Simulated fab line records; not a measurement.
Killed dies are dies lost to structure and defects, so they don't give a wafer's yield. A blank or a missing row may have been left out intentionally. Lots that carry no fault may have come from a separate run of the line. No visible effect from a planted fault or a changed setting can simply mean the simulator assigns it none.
Matching of chambers || flow nand harc || NHARC_P_M0_PRE_CLEAN_31 on pecvd-03: 3 sister chambers
The step time 12 s. 3 wafers are shown with their chamber, then 12 later ones without.

== EACH WAFER AND ITS CHAMBER ==
{"wafer": "L087.4", "chamber": 1, "heater power w (W)": 629}
{"wafer": "L088.2", "chamber": 2, "heater power w (W)": 736}
{"wafer": "L088.4", "chamber": 0, "heater power w (W)": 655}

== WAFERS WITHOUT THEIR CHAMBER ==
{"wafer": "L092.1", "heater power w (W)": 626}
{"wafer": "L092.3", "heater power w (W)": 734}
{"wafer": "L092.4", "heater power w (W)": 614}
{"wafer": "L092.2", "heater power w (W)": 650}
{"wafer": "L092.5", "heater power w (W)": 653}
{"wafer": "L092.6", "heater power w (W)": 714}
{"wafer": "L094.2", "heater power w (W)": 621}
{"wafer": "L094.3", "heater power w (W)": 697}
{"wafer": "L094.5", "heater power w (W)": 643}
{"wafer": "L095.1", "heater power w (W)": 718}
{"wafer": "L095.2", "heater power w (W)": 655}
{"wafer": "L095.4", "heater power w (W)": 716}

== WHICH CHAMBER EACH WENT THROUGH ==
{"wafer": "L092.1", "from the rows above": "can't be placed: 1 or 0", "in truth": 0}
{"wafer": "L092.3", "from the rows above": 2, "in truth": 2}
{"wafer": "L092.4", "from the rows above": "can't be placed: 1 or 0", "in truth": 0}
{"wafer": "L092.2", "from the rows above": "can't be placed: 0 or 1", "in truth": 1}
{"wafer": "L092.5", "from the rows above": "can't be placed: 0 or 1", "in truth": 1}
{"wafer": "L092.6", "from the rows above": 2, "in truth": 2}
{"wafer": "L094.2", "from the rows above": "can't be placed: 1 or 0", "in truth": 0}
{"wafer": "L094.3", "from the rows above": "can't be placed: 2 or 0 or 1", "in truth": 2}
{"wafer": "L094.5", "from the rows above": "can't be placed: 0 or 1", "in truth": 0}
{"wafer": "L095.1", "from the rows above": 2, "in truth": 2}
{"wafer": "L095.2", "from the rows above": "can't be placed: 0 or 1", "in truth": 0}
{"wafer": "L095.4", "from the rows above": 2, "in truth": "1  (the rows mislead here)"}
Placed correctly: 3 of 12. Not placeable from these rows: 8 (in 8, the candidates include the true chamber). Number placed wrongly: 1.
How it was worked out, from the rows above alone: a wafer's distance from a chamber is the root of the sum, over the readings, of the square of ((its reading less the chamber's mean) divided by the reading's scatter). The wafer belongs to the nearest chamber; if the next one is less than 2 further off, it can't be placed. For every chamber, the mean is computed from those of its wafers that are shown. The scatter: root of mean squared gap, hidden wafer to nearest shown wafer, with one shown wafer a chamber.
